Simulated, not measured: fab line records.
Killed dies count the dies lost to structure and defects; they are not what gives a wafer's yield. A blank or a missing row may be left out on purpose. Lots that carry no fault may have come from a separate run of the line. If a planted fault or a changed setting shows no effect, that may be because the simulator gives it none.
fab line records | flow n5Finfet
record: lots: 7 wafers: 21
route steps=1938 shown BEOL_M4@1070 BEOL_M6@1199 BEOL_M7@1289 BEOL_M8@1338 BEOL_M9@1406
startH: start of the lot's first displayed wafer, in hours after the record's first day | waitH: hours elapsed since this lot's preceding step | " same as the row above | L1.1+2: one row covering several wafers at once | - value missing, or start not given | * or withheld: withheld | < > ~ a bound
route shown NAME@n: names a module that has steps shown in the file, with the first one's number in the route | usual: mean/standard deviation of fault-free wafers | same: alike in all rows | chamber/n: place in a boat | sites: per-site readings | _std_site: standard deviation of those values | _edge_site: mean of outer sites minus mean of inner sites | radiusMm: for every site, how far away it sits from the centre of the wafer | mask NAME#n: copy n | behind: the most recent tool/chamber to have shaped the wafer | hold: what put the lot on hold/how long, in hours/how the hold closed | device: names the non-switching transistor (n, p or np) | end of line: tests of these same wafers at the route's end | a step given without rows: its recipe and nothing more | killed: dies lost to structure and defects at the first sort, not the wafer's yield | map: dies across one wafer; x = killed, . = not, _ = none there
set.NAME: setting as actually run; set.NAME@STEP: the setting as run at that earlier step | model.NAME: the simulator's own value behind a step, which no gauge read
lots run with intentionally changed settings; tables by step, rows by wafer
== steps ==
step: N5_BEOL_M4_TRENCH_ETCH_37
recipe: chemistry: C4F6/O2 targetDepthA: 555.55 target: SiOC timeS: 29.2 ionEnergyEv: 250 pressureMtorr: 30 sourceW: 355 biasW: 185 Ar_flow_sccm: 300 C4F6_flow_sccm: 10 O2_flow_sccm: 10
columns lot.wafer tool chamber startH waitH set.timeS model.BEOL_M4.featureDepthNm model.etch.depthNm
L075.2 rieDiel-01 2 - - 33.97 63.4 63.39
L075.5 " 2 " " 33.97 64 63.92
L075.6 " 3 " " 29.2 56.4 56.49
L080.1 rieDiel-01 2 - - 29.2 55 55.01
L080.2 " 1 " " 29.2 55.8 55.8
L080.3 " 0 " " 29.2 57.4 57.3
L083.1 rieDiel-02 0 - - 23.42 44.6 44.62
L083.4 " 1 " " 29.2 54.2 54.17
L083.6 " 2 " " 29.2 55.6 55.62
L087.2 rieDiel-01 2 - - 29.2 54.2 54.28
L087.3 " 1 " " 31.52 59.4 59.34
L087.4 " 0 " " 29.2 56.2 56.14
L088.1 rieDiel-02 1 - - 29.2 54.8 54.79
L088.4 " 2 " " 29.2 55.4 55.37
L088.5 " 1 " " 25.22 47 46.99
L086.2 rieDiel-06 1 - - 29.2 56.2 56.13
L086.3 " 3 " " 34.72 64.4 64.45
L086.4 " 0 " " 34.72 68.6 68.52
L096.2 rieDiel-01 3 - - 30.95 59.8 59.77
L096.4 " 0 " " 30.95 59.6 59.6
L096.6 " 3 " " 29.2 56.6 56.62
step: N5_BEOL_M4_ETCH_41
recipe: chemistry: CH3F/O2 target: SiCN targetDepthA: 299 taperDeg: 2 timeS: 52.5 ionEnergyEv: 120 maskMaterial: TiN pressureMtorr: 30 sourceW: 395 biasW: 75 Ar_flow_sccm: 150 CH3F_flow_sccm: 30 O2_flow_sccm: 20
step: N5_BEOL_M4_STRIP_97
recipe: chemistry: N2/H2 timeS: 10 powerW: 450 tempC: 40 pressureMtorr: 20 rfFrequencyHz: 6e+07 biasPowerW: 7 n2FlowSccm: 200 h2FlowSccm: 200
step: N5_BEOL_M4_OCD_MEAS_38
usual: trenchDepthNm: 55.5/1
columns lot.wafer tool chamber startH waitH set.timeS@BEOL_M4_TRENCH_ETCH_37 trenchDepthNm
L075.2 ocd-01 - 177.02 - 33.97 63.2
L075.5 " - " " 33.97 63.7
L075.6 " - " " 29.2 56.8
L080.1 ocd-01 - 198.88 - 29.2 55.0
L080.2 " - " " 29.2 56.3
L080.3 " - " " 29.2 56.8
L083.1 ocd-02 - 216.98 - 23.42 44.6
L083.4 " - " " 29.2 54.2
L083.6 " - " " 29.2 55.1
L087.2 ocd-01 - 250.84 - 29.2 54.2
L087.3 " - " " 31.52 59.5
L087.4 " - " " 29.2 56.1
L088.1 ocd-01 - 250.88 - 29.2 54.8
L088.4 " - " " 29.2 55.3
L088.5 " - " " 25.22 47.0
L086.2 ocd-01 - 251.05 - 29.2 56.2
L086.3 " - " " 34.72 64.4
L086.4 " - " " 34.72 67.9
L096.2 ocd-02 - 301.88 - 30.95 59.8
L096.4 " - " " 30.95 59.5
L096.6 " - " " 29.2 56.3
step: N5_BEOL_M6_COAT_59
recipe: resist: SOC tempC: 250 timeS: 60 spinRpm: 1500 resistThkNm: 100
columns lot.wafer tool chamber startH waitH set.spinRpm model.SOC_of_BEOL_M6_COAT_59.thkNm
L075.2 lithoTrack-03 0 199.09 0.1 1433 102.8
L075.5 " 0 " " 1500 100.2
L075.6 " 0 " " 1433 102.4
L080.1+2+3 lithoTrack-05 0 217.27 0.1 1500 99.6
L083.1 lithoTrack-05 0 247.99 0.1 1500 100.2
L083.4 " 0 " " 1590 97.4
L083.6 " 0 " " 1590 97.2
L087.2+3 lithoTrack-05 0 271.61 0.1 1500 99.8
L087.4 " 0 " " 1500 100
L088.1 lithoTrack-03 0 273.41 0.1 1656 95.4
L088.4 " 0 " " 1500 100
L088.5 " 0 " " 1656 95.2
L086.2 lithoTrack-05 0 275.61 0.1 1500 100.4
L086.3 " 0 " " 1500 100.6
L086.4 " 0 " " 1500 100.2
L096.2 lithoTrack-03 0 324.35 0.1 1500 100.2
L096.4 " 0 " " 1398 103.6
L096.6 " 0 " " 1500 100
step: N5_BEOL_M6_EXPOSE_08
recipe: maskId: M6 na: 1.35 sourceShape: dipole sigmaInner: 0.817 sigmaOuter: 0.97 polarization: te doseMj: 68.25
columns lot.wafer tool chamber startH waitH mask set.doseMj
L075.2 arfiScanner-01 0 199.21 - M6#0 72.39
L075.5+6 " 0 " " M6#0 68.25
L080.1+2+3 arfiScanner-03 0 217.51 - M6#0 68.25
L083.1+6 arfiScanner-03 0 248.24 - M6#0 68.25
L083.4 " 0 " " M6#0 66.83
L087.2+3+4 arfiScanner-02 0 271.86 - M6#0 68.25
L088.1+4+5 arfiScanner-01 0 273.65 - M6#0 68.25
L086.2+3+4 arfiScanner-02 0 275.86 - M6#0 68.25
L096.2+4+6 arfiScanner-01 0 324.59 - M6#0 73.06
step: N5_BEOL_M6_PEB_09
recipe: pebTempC: withheld pebTimeS: 60 resist: CAR-ArF
step: N5_BEOL_M6_DEVELOP_10
recipe: developTimeS: 30 developer: TMAH resist: CAR-ArF rinseLiquid: diw dry: airSpin devTempC: 23
step: N5_BEOL_M6_CD_MEAS_11
recipe: targetCdNm: 38.5 landingEnergyEv: 500 detector: seInlens polarity: opening
usual: cdNm: 38.5/0.5
columns lot.wafer tool chamber startH waitH set.doseMj@BEOL_M6_EXPOSE_08 cdNm
L075.2 cdSem-01 0 199.33 - 72.39 42.8
L075.5 " 0 " " 68.25 39.1
L075.6 " 0 " " 68.25 39.0
L080.1 cdSem-03 0 217.64 - 68.25 38.2
L080.2 " 0 " " 68.25 38.3
L080.3 " 0 " " 68.25 38.9
L083.1 cdSem-01 0 248.36 - 68.25 38.0
L083.4 " 0 " " 66.83 37.8
L083.6 " 0 " " 68.25 38.2
L087.2 cdSem-03 0 271.99 - 68.25 37.9
L087.3 " 0 " " 68.25 38.8
L087.4 " 0 " " 68.25 37.9
L088.1 cdSem-03 0 273.78 - 68.25 39.0
L088.4 " 0 " " 68.25 38.2
L088.5 " 0 " " 68.25 38.4
L086.2 cdSem-03 0 275.98 - 68.25 37.8
L086.3 " 0 " " 68.25 38.2
L086.4 " 0 " " 68.25 37.4
L096.2 cdSem-03 0 324.72 - 73.06 42.0
L096.4 " 0 " " 73.06 41.9
L096.6 " 0 " " 73.06 41.7
step: N5_BEOL_M6_DESCUM_16
recipe: chemistry: O2 timeS: 7.9 sourcePowerW: 50 biasPowerW: 20 pressureMtorr: 20 rfFrequencyHz: 2.712e+07 tempC: 40 resist: CAR-ArF o2FlowSccm: 225
step: N5_BEOL_M6_ETCH_61
recipe: chemistry: CF4 target: SiARC targetDepthA: 455 maskMaterial: CAR-ArF timeS: 75.8 ionEnergyEv: 80 pressureMtorr: 40 sourceW: 545 biasW: 36 Ar_flow_sccm: 100 cf4FlowSccm: 100 ends: cleared
step: N5_BEOL_M6_ETCH_62
recipe: chemistry: N2/H2 target: SOC targetDepthA: 1100 overetchA: 220 maskMaterial: SiARC tempC: 40 timeS: 165 ionEnergyEv: 200 pressureMtorr: 30 sourceW: 840 biasW: 150 n2FlowSccm: 200 h2FlowSccm: 200
columns lot.wafer tool chamber startH waitH set.spinRpm@BEOL_M6_COAT_59 model.etch.depthNm
L075.2 rieDiel-01 3 199.58 0.0 1433 102.8
L075.5 " 1 " " 1500 100.2
L075.6 " 0 " " 1433 102.4
L080.1 rieDiel-02 2 218.21 0.0 1500 99.58
L080.2 " 3 " " 1500 99.52
L080.3 " 1 " " 1500 99.7
L083.1 rieDiel-06 3 248.54 0.0 1500 100.1
L083.4 " 2 " " 1590 97.35
L083.6 " 1 " " 1590 97.26
L087.2 rieDiel-01 0 272.34 0.0 1500 99.73
L087.3 " 1 " " 1500 99.8
L087.4 " 1 " " 1500 100
L088.1 rieDiel-01 1 273.96 0.0 1656 95.38
L088.4 " 0 " " 1500 100.1
L088.5 " 3 " " 1656 95.11
L086.2 rieDiel-02 0 276.21 0.0 1500 100.4
L086.3 " 2 " " 1500 100.6
L086.4 " 3 " " 1500 100.2
L096.2 rieDiel-02 0 324.90 0.0 1500 100.2
L096.4 " 2 " " 1398 103.6
L096.6 " 0 " " 1500 99.98
step: N5_BEOL_M6_STRIP_68
recipe: chemistry: N2/H2 tempC: 40 n2FlowSccm: 200 h2FlowSccm: 200 rfFrequencyHz: 6e+07
step: N5_BEOL_M6_STRIP_67
recipe: chemistry: CF4 resist: SiARC powerW: 300 biasPowerW: 75 pressureMtorr: 50 cf4FlowSccm: 150 rfFrequencyHz: 6e+07
step: N5_BEOL_M6_HM_OPEN_17
recipe: chemistry: Cl2/BCl3 targetDepthA: 200 overetchA: 60 target: TiN maskMaterial: SOC ionEnergyEv: 150 pressureMtorr: 10 icpW: 1000 biasW: 126 Cl2_flow_sccm: 53.25 bcl3FlowSccm: 21.75 Ar_flow_sccm: 25
columns lot.wafer tool chamber startH waitH set.spinRpm@BEOL_M6_COAT_59 model.SOC_of_BEOL_M6_COAT_59.thkNm
L075.2 rieMetal-02 0 199.77 0.0 1433 94.8
L075.5 " 1 " " 1500 92.4
L075.6 " 0 " " 1433 94.4
L080.1+3 rieMetal-02 1 218.39 0.0 1500 91.8
L080.2 " 0 " " 1500 91.6
L083.1 rieMetal-02 1 248.79 0.1 1500 92.4
L083.4+6 " 1,0 " " 1590 89.4
L087.2 rieMetal-02 0 272.52 0.0 1500 91.6
L087.3+4 " 1,0 " " 1500 92
L088.1 rieMetal-03 0 274.15 0.0 1656 87.6
L088.4 " 0 " " 1500 92.2
L088.5 " 0 " " 1656 87.4
L086.2 rieMetal-02 0 276.40 0.0 1500 92.4
L086.3 " 1 " " 1500 92.6
L086.4 " 0 " " 1500 92.2
L096.2 rieMetal-01 0 325.08 0.0 1500 92.4
L096.4 " 1 " " 1398 95.6
L096.6 " 1 " " 1500 92
step: N5_BEOL_M7_COAT_71
recipe: resist: underlayer tempC: 205 timeS: 60 spinRpm: 1500 resistThkNm: 5
columns lot.wafer tool chamber startH waitH set.spinRpm
L075.2+6 lithoTrack-04 0 - - 1556
L075.5 " 0 " " 1500
L080.1+2+3 lithoTrack-04 0 - - 1500
L083.1 lithoTrack-01 0 - - 1500
L083.4+6 " 0 " " 1431
L088.1+4+5 lithoTrack-01 0 - - 1500
L087.2+4 lithoTrack-04 0 - - 1395
L087.3 " 0 " " 1500
L086.2+3 lithoTrack-05 0 - - 1408
L086.4 " 0 " " 1500
L096.2+4 lithoTrack-05 0 - - 1376
L096.6 " 0 " " 1500
step: N5_BEOL_M7_COAT_22
recipe: resist: CAR-EUV spinRpm: 1500 resistThkNm: 30
step: N5_BEOL_M7_EBR_24
recipe: solvent: PGMEA ebrWidthMm: 1.5
step: N5_BEOL_M7_DESCUM_33
recipe: chemistry: O2 timeS: 7 sourcePowerW: 50 biasPowerW: 20 pressureMtorr: 20 rfFrequencyHz: 2.712e+07 tempC: 40 resist: CAR-EUV o2FlowSccm: 225
step: N5_BEOL_M7_ETCH_72
recipe: chemistry: N2/H2 target: underlayer targetDepthA: 65 maskMaterial: CAR-EUV timeS: 5.2 ionEnergyEv: 200 pressureMtorr: 30 sourceW: 840 biasW: 150 n2FlowSccm: 200 h2FlowSccm: 200 ends: cleared
columns lot.wafer tool chamber startH waitH set.spinRpm@BEOL_M7_COAT_71 model.etch.depthNm
L075.2 rieDiel-03 2 209.21 0.0 1556 4.91
L075.5 " 3 " " 1500 4.983
L075.6 " 0 " " 1556 4.905
L080.1 rieDiel-04 2 230.07 0.0 1500 5.002
L080.2 " 1 " " 1500 5.026
L080.3 " 3 " " 1500 5.018
L083.1 rieDiel-05 0 257.52 0.0 1500 5.019
L083.4 " 3 " " 1431 5.124
L083.6 " 2 " " 1431 5.119
L088.1 rieDiel-05 0 286.69 0.0 1500 5.05
L088.4 " 0 " " 1500 5.027
L088.5 " 1 " " 1500 5.028
L087.2 rieDiel-05 0 287.08 0.0 1395 5.189
L087.3 " 1 " " 1500 5.007
L087.4 " 2 " " 1395 5.183
L086.2 rieDiel-04 1 287.30 0.0 1408 5.16
L086.3 " 0 " " 1408 5.143
L086.4 " 2 " " 1500 4.979
L096.2 rieDiel-03 3 336.24 0.0 1376 5.238
L096.4 " 0 " " 1376 5.216
L096.6 " 3 " " 1500 5.016
step: N5_BEOL_M8_COAT_60
recipe: resist: SiARC tempC: 220 timeS: 60 spinRpm: 1500 resistThkNm: 35
columns lot.wafer tool chamber startH waitH set.spinRpm model.SiARC_of_BEOL_M8_COAT_60.thkNm
L075.2+5 lithoTrack-02 0 - - 1500 35
L075.6 " 0 " " 1608 33.8
L080.1+3 lithoTrack-03 0 - - 1500 34.8
L080.2 " 0 " " 1500 35
L083.1+6 lithoTrack-03 0 - - 1500 35
L083.4 " 0 " " 1500 35.2
L088.1+5 lithoTrack-02 0 - - 1500 35
L088.4 " 0 " " 1340 37
L087.2+4 lithoTrack-04 0 - - 1500 35
L087.3 " 0 " " 1500 35.2
L086.2 lithoTrack-02 0 - - 1500 35
L086.3+4 " 0 " " 1589 34
L096.2 lithoTrack-04 0 - - 1500 35.2
L096.4 " 0 " " 1386 36.6
L096.6 " 0 " " 1386 36.4
step: N5_BEOL_M8_COAT_05
recipe: resist: CAR-ArF spinRpm: 1500 resistThkNm: 90
step: N5_BEOL_M8_EBR_07
recipe: solvent: PGMEA ebrWidthMm: 1.5
step: N5_BEOL_M8_DESCUM_16
recipe: chemistry: O2 timeS: 7.9 sourcePowerW: 50 biasPowerW: 20 pressureMtorr: 20 rfFrequencyHz: 2.712e+07 tempC: 40 resist: CAR-ArF o2FlowSccm: 225
step: N5_BEOL_M8_ETCH_61
recipe: chemistry: CF4 target: SiARC targetDepthA: 455 maskMaterial: CAR-ArF timeS: 75.8 ionEnergyEv: 80 pressureMtorr: 40 sourceW: 545 biasW: 36 Ar_flow_sccm: 100 cf4FlowSccm: 100 ends: cleared
columns lot.wafer tool chamber startH waitH set.spinRpm@BEOL_M8_COAT_60 model.CAR-ArF_of_BEOL_M8_COAT_05.thkNm model.etch.depthNm
L075.2 rieDiel-01 2 217.17 0.0 1500 51.2 34.97
L075.5 " 2 " " 1500 50.6 35
L075.6 " 3 " " 1608 51.6 33.82
L080.1 rieDiel-02 3 237.99 0.0 1500 51 34.88
L080.2 " 1 " " 1500 51 35.03
L080.3 " 2 " " 1500 50.8 34.81
L083.1 rieDiel-02 3 267.29 0.0 1500 50.6 35.08
L083.4 " 0 " " 1500 51 35.15
L083.6 " 3 " " 1500 50.8 35.06
L088.1 rieDiel-06 3 292.62 0.0 1500 50.6 35.06
L088.4 " 1 " " 1340 48.4 37.05
L088.5 " 2 " " 1500 50.4 34.99
L087.2 rieDiel-06 1 292.88 0.0 1500 50.6 35.09
L087.3 " 2 " " 1500 50.8 35.1
L087.4 " 3 " " 1500 50.6 34.98
L086.2 rieDiel-06 2 293.14 0.0 1500 50.6 35.08
L086.3 " 3 " " 1589 51.4 34.1
L086.4 " 0 " " 1589 51.2 34.08
L096.2 rieDiel-02 2 343.50 0.0 1500 50.6 35.12
L096.4 " 1 " " 1386 49.2 36.63
L096.6 " 3 " " 1386 49.4 36.45
step: N5_BEOL_M8_ETCH_62
recipe: chemistry: N2/H2 target: SOC targetDepthA: 1100 overetchA: 220 maskMaterial: SiARC tempC: 40 timeS: 165 ionEnergyEv: 200 pressureMtorr: 30 sourceW: 840 biasW: 150 n2FlowSccm: 200 h2FlowSccm: 200
columns lot.wafer tool chamber startH waitH set.spinRpm@BEOL_M8_COAT_60 model.SiARC_of_BEOL_M8_COAT_60.thkNm
L075.2+5 rieDiel-01 2 217.22 0.0 1500 28.4
L075.6 " 3 " " 1608 27
L080.1 rieDiel-02 3 238.05 0.0 1500 28.4
L080.2 " 1 " " 1500 28.6
L080.3 " 2 " " 1500 27.8
L083.1+6 rieDiel-02 3 267.35 0.0 1500 28.6
L083.4 " 0 " " 1500 28.4
L088.1 rieDiel-06 3 292.68 0.0 1500 28.4
L088.4 " 1 " " 1340 30.4
L088.5 " 2 " " 1500 28.2
L087.2+3+4 rieDiel-06 1,2,3 292.94 0.0 1500 28.4
L086.2 rieDiel-06 2 293.19 0.0 1500 28.4
L086.3 " 3 " " 1589 27.6
L086.4 " 0 " " 1589 27.2
L096.2 rieDiel-02 2 343.56 0.0 1500 28.2
L096.4 " 1 " " 1386 30.2
L096.6 " 3 " " 1386 30
step: N5_BEOL_M9_COAT_59
recipe: resist: SOC tempC: 250 timeS: 60 spinRpm: 1500 resistThkNm: 100
columns lot.wafer tool chamber startH waitH set.spinRpm model.SOC_of_BEOL_M9_COAT_59.thkNm
L075.2+6 lithoTrack-03 0 224.72 0.1 1500 100
L075.5 " 0 " " 1500 99.8
L080.1+3 lithoTrack-03 0 247.98 0.1 1500 99.6
L080.2 " 0 " " 1500 100
L083.1 lithoTrack-01 0 278.12 0.1 1500 100.4
L083.4 " 0 " " 1428 102.6
L083.6 " 0 " " 1500 100.6
L088.1 lithoTrack-05 0 299.31 0.1 1500 100.2
L088.4 " 0 " " 1500 100
L088.5 " 0 " " 1571 97.8
L087.2 lithoTrack-03 0 300.74 0.1 1500 100.2
L087.3 " 0 " " 1500 99.8
L087.4 " 0 " " 1628 95.8
L086.2+4 lithoTrack-05 0 301.04 0.1 1500 100
L086.3 " 0 " " 1614 96.4
L096.2+4 lithoTrack-03 0 352.03 0.1 1500 100
L096.6 " 0 " " 1500 99.8
step: N5_BEOL_M9_COAT_60
recipe: resist: SiARC tempC: 220 timeS: 60 spinRpm: 1500 resistThkNm: 30
step: N5_BEOL_M9_COAT_05
recipe: resist: CAR-ArF spinRpm: 1500 resistThkNm: 90
step: N5_BEOL_M9_DESCUM_16
recipe: chemistry: O2 timeS: 7.9 sourcePowerW: 50 biasPowerW: 20 pressureMtorr: 20 rfFrequencyHz: 2.712e+07 tempC: 40 resist: CAR-ArF o2FlowSccm: 225
step: N5_BEOL_M9_ETCH_61
recipe: chemistry: CF4 target: SiARC targetDepthA: 390 maskMaterial: CAR-ArF timeS: 65 ionEnergyEv: 80 pressureMtorr: 40 sourceW: 545 biasW: 36 Ar_flow_sccm: 100 cf4FlowSccm: 100 ends: cleared
step: N5_BEOL_M9_ETCH_62
recipe: chemistry: N2/H2 target: SOC targetDepthA: 1100 overetchA: 220 maskMaterial: SiARC tempC: 40 timeS: 165 ionEnergyEv: 200 pressureMtorr: 30 sourceW: 840 biasW: 150 n2FlowSccm: 200 h2FlowSccm: 200
columns lot.wafer tool chamber startH waitH set.spinRpm@BEOL_M9_COAT_59 model.etch.depthNm
L075.2 rieDiel-05 3 225.27 0.0 1500 99.96
L075.5 " 2 " " 1500 99.8
L075.6 " 3 " " 1500 99.97
L080.1 rieDiel-04 3 248.52 0.0 1500 99.65
L080.2 " 1 " " 1500 99.96
L080.3 " 2 " " 1500 99.57
L083.1 rieDiel-03 3 278.66 0.0 1500 100.3
L083.4 " 2 " " 1428 102.6
L083.6 " 3 " " 1500 100.6
L088.1 rieDiel-05 0 299.85 0.0 1500 100.2
L088.4 " 2 " " 1500 100
L088.5 " 0 " " 1571 97.89
L087.2 rieDiel-05 0 301.16 0.0 1500 100.2
L087.3 " 1 " " 1500 99.9
L087.4 " 1 " " 1628 95.83
L086.2 rieDiel-05 0 301.46 0.0 1500 100
L086.3 " 2 " " 1614 96.44
L086.4 " 2 " " 1500 99.99
L096.2+4 rieDiel-03 0,3 352.57 0.0 1500 100
L096.6 " 0 " " 1500 99.77
step: N5_BEOL_M9_STRIP_68
recipe: chemistry: N2/H2 tempC: 40 n2FlowSccm: 200 h2FlowSccm: 200 rfFrequencyHz: 6e+07
step: N5_BEOL_M9_STRIP_67
recipe: chemistry: CF4 resist: SiARC powerW: 300 biasPowerW: 75 pressureMtorr: 50 cf4FlowSccm: 150 rfFrequencyHz: 6e+07
step: N5_BEOL_M9_HM_OPEN_17
recipe: chemistry: Cl2/BCl3 targetDepthA: 200 overetchA: 60 target: TiN maskMaterial: SOC ionEnergyEv: 150 pressureMtorr: 10 icpW: 1000 biasW: 126 Cl2_flow_sccm: 53.25 bcl3FlowSccm: 21.75 Ar_flow_sccm: 25
columns lot.wafer tool chamber startH waitH set.spinRpm@BEOL_M9_COAT_59 model.SOC_of_BEOL_M9_COAT_59.thkNm
L075.2+5+6 rieMetal-01 1,0,1 225.45 0.0 1500 92
L080.1+2 rieMetal-03 0,1 248.70 0.0 1500 91.8
L080.3 " 0 " " 1500 91.6
L083.1 rieMetal-01 0 278.85 0.0 1500 92.6
L083.4 " 0 " " 1428 94.8
L083.6 " 1 " " 1500 92.8
L088.1 rieMetal-03 0 300.04 0.0 1500 92.4
L088.4 " 1 " " 1500 91.8
L088.5 " 0 " " 1571 90
L087.2 rieMetal-02 0 301.35 0.0 1500 92.2
L087.3 " 0 " " 1500 91.8
L087.4 " 1 " " 1628 88
L086.2+4 rieMetal-01 0,1 301.64 0.0 1500 92.2
L086.3 " 0 " " 1614 88.6
L096.2+4 rieMetal-03 0 352.76 0.0 1500 92.4
L096.6 " 0 " " 1500 92
== key ==
split: step: N5_BEOL_M4_TRENCH_ETCH_37 setting: timeS stated: 29.2 by: wafer
response: step: N5_BEOL_M4_TRENCH_ETCH_37 reading: model.BEOL_M4.featureDepthNm change: +0.523 per: 1% r: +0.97
response: step: N5_BEOL_M4_TRENCH_ETCH_37 reading: model.etch.depthNm change: +0.521 per: 1% r: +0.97
response: step: N5_BEOL_M4_OCD_MEAS_38 reading: trenchDepthNm change: +0.509 per: 1% r: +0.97
split: step: N5_BEOL_M6_COAT_59 setting: spinRpm stated: 1500 by: wafer
response: step: N5_BEOL_M6_COAT_59 reading: model.SOC_of_BEOL_M6_COAT_59.thkNm change: -0.479 per: 1% r: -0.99
response: step: N5_BEOL_M6_ETCH_62 reading: model.etch.depthNm change: -0.484 per: 1% r: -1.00
response: step: N5_BEOL_M6_HM_OPEN_17 reading: model.SOC_of_BEOL_M6_COAT_59.thkNm change: -0.475 per: 1% r: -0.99
split: step: N5_BEOL_M6_EXPOSE_08 setting: doseMj stated: 68.25 by: wafer
response: step: N5_BEOL_M6_CD_MEAS_11 reading: cdNm change: +0.573 per: 1% r: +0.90
split: step: N5_BEOL_M7_COAT_71 setting: spinRpm stated: 1500 by: wafer
response: step: N5_BEOL_M7_ETCH_72 reading: model.etch.depthNm change: -0.0253 per: 1% r: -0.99
split: step: N5_BEOL_M8_COAT_60 setting: spinRpm stated: 1500 by: wafer
response: step: N5_BEOL_M8_COAT_60 reading: model.SiARC_of_BEOL_M8_COAT_60.thkNm change: -0.177 per: 1% r: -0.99
response: step: N5_BEOL_M8_ETCH_61 reading: model.CAR-ArF_of_BEOL_M8_COAT_05.thkNm change: +0.16 per: 1% r: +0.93
response: step: N5_BEOL_M8_ETCH_61 reading: model.etch.depthNm change: -0.18 per: 1% r: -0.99
response: step: N5_BEOL_M8_ETCH_62 reading: model.SiARC_of_BEOL_M8_COAT_60.thkNm change: -0.204 per: 1% r: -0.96
split: step: N5_BEOL_M9_COAT_59 setting: spinRpm stated: 1500 by: wafer
response: step: N5_BEOL_M9_COAT_59 reading: model.SOC_of_BEOL_M9_COAT_59.thkNm change: -0.478 per: 1% r: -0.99
response: step: N5_BEOL_M9_ETCH_62 reading: model.etch.depthNm change: -0.478 per: 1% r: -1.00
response: step: N5_BEOL_M9_HM_OPEN_17 reading: model.SOC_of_BEOL_M9_COAT_59.thkNm change: -0.463 per: 1% r: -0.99
